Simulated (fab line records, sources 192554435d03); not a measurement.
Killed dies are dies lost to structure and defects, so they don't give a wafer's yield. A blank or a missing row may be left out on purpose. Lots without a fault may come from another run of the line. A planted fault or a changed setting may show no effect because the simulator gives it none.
Which tool did it? | flow n5_finfet | 15 lots, 45 wafers sampled, at 4 steps of a route of 1938

WHAT THE GAUGES READ, wafer by wafer
N5_BEOL_M11_CD_MEAS_11: target cd 64.1 nm. Usual: cd_nm 64.0 nm, standard deviation 0.51.
lot  | measured     | on        | cd_nm (nm)     | flag
L277 | day 10 08:53 | cd_sem-02 | 64.1 64.1 64.0 |
L278 | day 10 14:19 | cd_sem-01 | 63.9 63.8 64.0 |
L279 | day 10 18:48 | cd_sem-01 | 65.0 65.0 64.9 |
L281 | day 10 18:57 | cd_sem-01 | 63.3 64.2 63.7 |
L280 | day 10 22:13 | cd_sem-01 | 64.6 63.5 64.1 |
L287 | day 13 06:24 | cd_sem-02 | - - -          | OFF
L288 | day 13 11:24 | cd_sem-03 | - - -          | OFF
L290 | day 13 14:05 | cd_sem-02 | - - -          | OFF
L291 | day 13 16:47 | cd_sem-03 | 63.9 63.3 63.7 |
L292 | day 14 22:09 | cd_sem-02 | 63.4 63.5 63.6 |
L293 | day 15 01:28 | cd_sem-01 | 64.2 63.1 63.7 |
L295 | day 15 01:30 | cd_sem-02 | 64.5 64.9 64.0 |
L294 | day 15 04:28 | cd_sem-03 | 63.5 64.2 63.9 |
L297 | day 15 15:30 | cd_sem-01 | 63.5 63.6 63.4 |
L298 | day 16 05:58 | cd_sem-02 | 64.3 64.6 64.9 |

WHICH TOOL RAN EACH LOT (tool, then ch and the chambers of the sampled wafers, then the start)
lot  | N5_BEOL_M10_PRE_CLEAN_45     | N5_BEOL_M10_SURFACE_TREAT_76 | N5_BEOL_M11_EXPOSE_08
L277 | pvd_sputter-01, day 10 04:57 | pvd_sputter-01, day 10 05:19 | arfi_scanner-03 ch 0, day 10 08:45
L278 | pvd_sputter-03, day 10 08:53 | pvd_sputter-03, day 10 09:46 | arfi_scanner-02 ch 0, day 10 14:11
L279 | pvd_sputter-03, day 10 14:33 | pvd_sputter-03, day 10 15:17 | arfi_scanner-02 ch 0, day 10 18:41
L281 | pvd_sputter-03, day 10 14:51 | pvd_sputter-02, day 10 15:28 | arfi_scanner-02 ch 0, day 10 18:50
L280 | pvd_sputter-01, day 10 17:46 | pvd_sputter-01, day 10 18:09 | arfi_scanner-02 ch 0, day 10 22:05
L287 | pvd_sputter-02, day 13 03:23 | pvd_sputter-02, day 13 03:45 | arfi_scanner-02, day 13 06:16
L288 | pvd_sputter-01, day 13 07:47 | pvd_sputter-03, day 13 08:22 | arfi_scanner-02, day 13 11:17
L290 | pvd_sputter-03, day 13 10:12 | pvd_sputter-01, day 13 10:43 | arfi_scanner-03, day 13 13:57
L291 | pvd_sputter-02, day 13 12:19 | pvd_sputter-02, day 13 12:46 | arfi_scanner-02 ch 0, day 13 16:40
L292 | pvd_sputter-01, day 14 15:58 | pvd_sputter-01, day 14 17:56 | arfi_scanner-01 ch 0, day 14 22:02
L293 | pvd_sputter-01, day 14 21:49 | pvd_sputter-01, day 14 22:12 | arfi_scanner-02 ch 0, day 15 01:20
L295 | pvd_sputter-01, day 14 22:10 | pvd_sputter-01, day 14 22:35 | arfi_scanner-02 ch 0, day 15 01:22
L294 | pvd_sputter-03, day 15 00:25 | pvd_sputter-01, day 15 00:54 | arfi_scanner-02 ch 0, day 15 04:20
L297 | pvd_sputter-02, day 15 11:51 | pvd_sputter-02, day 15 12:13 | arfi_scanner-02 ch 0, day 15 15:23
L298 | pvd_sputter-03, day 16 01:03 | pvd_sputter-01, day 16 03:11 | arfi_scanner-01 ch 0, day 16 05:50
- N5_BEOL_M10_PRE_CLEAN_45: time 30 s.
- N5_BEOL_M10_SURFACE_TREAT_76
- N5_BEOL_M11_EXPOSE_08: exposes mask M11.

WHAT THE TOOLS THEMSELVES READ (means of the sampled wafers that have a number; where no wafer has one, the mark that the record gives instead)
N5_BEOL_M10_PRE_CLEAN_45. Usual: heater_power_w 337 W, standard deviation 34.
lot  | tool           | heater_power_w (W) | flag
L277 | pvd_sputter-01 | 324                |
L278 | pvd_sputter-03 | 339                |
L279 | pvd_sputter-03 | 358                |
L281 | pvd_sputter-03 | 340                |
L280 | pvd_sputter-01 | 322                |
L287 | pvd_sputter-02 | 370                |
L288 | pvd_sputter-01 | 317                |
L290 | pvd_sputter-03 | 330                |
L291 | pvd_sputter-02 | 367                |
L292 | pvd_sputter-01 | 308                |
L293 | pvd_sputter-01 | 302                |
L295 | pvd_sputter-01 | 289                |
L294 | pvd_sputter-03 | 334                |
L297 | pvd_sputter-02 | 336                |
L298 | pvd_sputter-03 | 350                |

N5_BEOL_M11_EXPOSE_08. Usual: exposure_dose_mJ_cm2 54.2, standard deviation 0.44; focus_offset_nm 0.0 nm, standard deviation 0.45.
lot  | tool            | exposure_dose_mJ_cm2 | focus_offset_nm (nm) | flag
L277 | arfi_scanner-03 | 53.7                 | -0.5                 |
L278 | arfi_scanner-02 | 54.6                 | -0.6                 |
L279 | arfi_scanner-02 | 54.6                 | 0.0                  |
L281 | arfi_scanner-02 | 54.6                 | -0.4                 |
L280 | arfi_scanner-02 | 54.6                 | 0.0                  |
L287 | arfi_scanner-02 | -                    | -                    | OFF
L288 | arfi_scanner-02 | -                    | -                    | OFF
L290 | arfi_scanner-03 | -                    | -                    | OFF
L291 | arfi_scanner-02 | 54.6                 | 0.0                  |
L292 | arfi_scanner-01 | 53.7                 | -0.2                 |
L293 | arfi_scanner-02 | 54.6                 | -0.4                 |
L295 | arfi_scanner-02 | 54.6                 | 0.1                  |
L294 | arfi_scanner-02 | 54.6                 | 0.1                  |
L297 | arfi_scanner-02 | 54.5                 | -0.2                 |
L298 | arfi_scanner-01 | 53.7                 | 0.0                  |

THE ANSWER, worked out from the rows above alone
Rule: a lot is off if the mean of its wafers that have a number lies more than 3 standard deviations from the usual mean. A lot without any number at a reading at which 4 lots or more have one is off too. The other lots that the step has rows for count as sound. The gauges are gone through in route order, then the tools' own readings, and for those a lot's mean is taken as printed above. The first step at which some lot is off is used, and at that step the reading that is off furthest; a lot without a number counts as furthest.
Off: L287, L288, L290, at N5_BEOL_M11_CD_MEAS_11 (cd_nm). Without a number there: L287, L288, L290.
A tool fits if, at a process step before that reading, it ran every lot that is off, and no sound lot after the first of them. The gauges at N5_BEOL_M11_CD_MEAS_11 aren't tried: what is off there is off at N5_BEOL_M11_EXPOSE_08 too, on other tools, and a gauge's error can't cause that. None of those tried fits.

WHAT THE SIMULATOR HAD PUT IN
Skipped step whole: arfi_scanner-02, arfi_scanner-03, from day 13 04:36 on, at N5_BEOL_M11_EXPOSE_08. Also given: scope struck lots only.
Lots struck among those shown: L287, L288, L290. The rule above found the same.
